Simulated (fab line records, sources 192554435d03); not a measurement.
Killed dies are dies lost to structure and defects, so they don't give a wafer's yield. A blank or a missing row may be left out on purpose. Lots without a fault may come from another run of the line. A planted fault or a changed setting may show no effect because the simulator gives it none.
A struck lot beside a sound one | flow n5_finfet | 15 steps out of a route of 1938
Sound: wafers L499.1, L499.3, L499.5. Struck: wafers L512.4, L512.6. (L512.2 of the same lot was not struck and is left out.) The cause comes at the end.
At each step with rows: each side's tool, then ch and its chambers, then its first start. Under that, the readings that differ: sound wafers | struck wafers | difference of the means | sigmas: that difference in standard deviations of wafers without a fault.
alike: readings whose means differ by less than 2 such deviations, and words and numbers that are the same on both sides. not compared: withheld readings, readings that some wafer has no value for, bounds like >300 that may hide the same value, and numbers for which the record gives no deviation and whose values overlap.
The two part at a step that has a row with sigmas, a row that says differs or no value, or rows on one side only. Numbers that don't overlap but have no deviation are shown without sigmas and don't part them. A reading that every wafer of one side lacks parts them only if that side has two wafers or more.

N5_MOL_CONTACT_COAG_CD_MEAS_08: target cd 28 nm.
  sound on cd_sem-03 ch 0, day 5 10:53; struck on cd_sem-01 ch 0, day 8 12:07
  alike: cd_nm
N5_MOL_CONTACT_COAG_OVL_MEAS_09:
  sound on overlay-02 ch 0, day 5 10:56; struck on overlay-02 ch 0, day 8 12:08
  alike: CA_OVL
N5_MOL_CONTACT_COAG_INSPECT_10: inspects for defects (brightfield).
  sound on defect_inspect-02, day 5 10:59; struck on defect_inspect-01, day 8 12:12
  alike: raw_defect_count
N5_MOL_CONTACT_COAG_DESCUM_13: chemistry O2, time 7 s.
  sound on rie_diel-06 ch 1,2, day 5 11:01; struck on rie_diel-06 ch 1,3, day 8 12:17
  alike: bias_power_w, drypump_motor_current_A, oes_product_au, rf_vpp_V, showerhead_plenum_p_Torr, throttle_valve_pct
  not compared: rf_hours_counter_h
then, 2 steps without rows for these wafers: N5_MOL_CONTACT_COAG_ETCH_59 (etches underlayer in N2/H2, target depth 13 nm, time 10.4 s); N5_MOL_CONTACT_COAG_ETCH_105 (etches SiARC in CF4, target depth 15.6 nm, time 26 s).
N5_MOL_CONTACT_COAG_ETCH_106: etches SOC in N2/H2, target depth 80 nm, overetch 16 nm, time 120 s.
  sound on rie_diel-06 ch 1,2, day 5 11:07; struck on rie_diel-06 ch 1,3, day 8 12:22
  alike: drypump_motor_current_A, oes_product_au, rf_vpp_V, showerhead_plenum_p_Torr, throttle_valve_pct
  not compared: rf_hours_counter_h
then, 2 steps without rows for these wafers: N5_MOL_CONTACT_COAG_STRIP_107 (strips in N2/H2); N5_MOL_CONTACT_COAG_STRIP_108 (strips in N2/H2).
N5_MOL_CONTACT_COAG_CONTACT_ETCH_14: etches SiO2 in C4F6/O2, target depth 27.5 nm, overetch 8.5 nm, time 20 s.
  sound on rie_diel-06 ch 1,2, day 5 11:13; struck on rie_diel-06 ch 1,3, day 8 12:28
  alike: drypump_motor_current_A, oes_product_au, rf_vpp_V, showerhead_plenum_p_Torr, throttle_valve_pct
  not compared: rf_hours_counter_h
then, 1 step without rows for these wafers: N5_MOL_CONTACT_COAG_STRIP_109 (strips in C4F6/O2).
N5_MOL_CONTACT_COAG_ETCH_15: etches SiNx in CH3F/O2, stops on Si:P, target depth 7 nm.
  sound on rie_diel-06 ch 1,2, day 5 11:14; struck on rie_diel-06 ch 1,3, day 8 12:30
  alike: drypump_motor_current_A, oes_product_au, rf_vpp_V, showerhead_plenum_p_Torr, throttle_valve_pct
  not compared: rf_hours_counter_h
N5_MOL_CONTACT_COAG_ETCH_110: etches Si in CF4/O2, target depth 2.5 nm, time 8 s.
  sound on rie_diel-06 ch 1,2, day 5 11:18; struck on rie_diel-06 ch 1,3, day 8 12:34
  reading                                            | sound             | struck      | difference | sigmas
  model.etch.depth_nm (nm)                           | 2.508 2.498 2.532 | 1.919 1.812 | -0.647     |
  model.SOC_of_MOL_CONTACT_COAG_COAT_103.thk_nm (nm) | 73.6 73.6 73.6    | 73.8 74.2   | +0.4       |
  alike: drypump_motor_current_A, oes_product_au, rf_vpp_V, showerhead_plenum_p_Torr, throttle_valve_pct
  not compared: rf_hours_counter_h
N5_MOL_CONTACT_COAG_STRIP_98: strips in N2/H2.
  sound on rie_diel-06 ch 1,2, day 5 11:21; struck on rie_diel-06 ch 1,3, day 8 12:37
  alike: bias_power_w, drypump_motor_current_A, oes_product_au, rf_vpp_V, showerhead_plenum_p_Torr, throttle_valve_pct
  not compared: rf_hours_counter_h
-- the record jumps here: 4 days lie between the struck wafers' starts before and after (it left off in module MOL_CONTACT_COAG and takes up again in module BEOL_M4, whose first step shown is number 1111 of the route) --
N5_BEOL_M4_RC_MEAS_101:
  sound on prober-01 ch 0, day 8 13:43; struck on prober-01 ch 0, day 12 15:16
  reading       | sound          | struck    | difference | sigmas
  SS_P (mV/dec) | 73.3 72.8 72.8 | 74.1 74.4 | +1.3       | +2
  alike: DIBL_N, DIBL_P, IOFF_N, IOFF_P, ION_N, ION_P, SS_N, VT_N, VT_P

WHERE THEY PART
Only at N5_BEOL_M4_RC_MEAS_101, within this record.

WHY: what the simulator had put in
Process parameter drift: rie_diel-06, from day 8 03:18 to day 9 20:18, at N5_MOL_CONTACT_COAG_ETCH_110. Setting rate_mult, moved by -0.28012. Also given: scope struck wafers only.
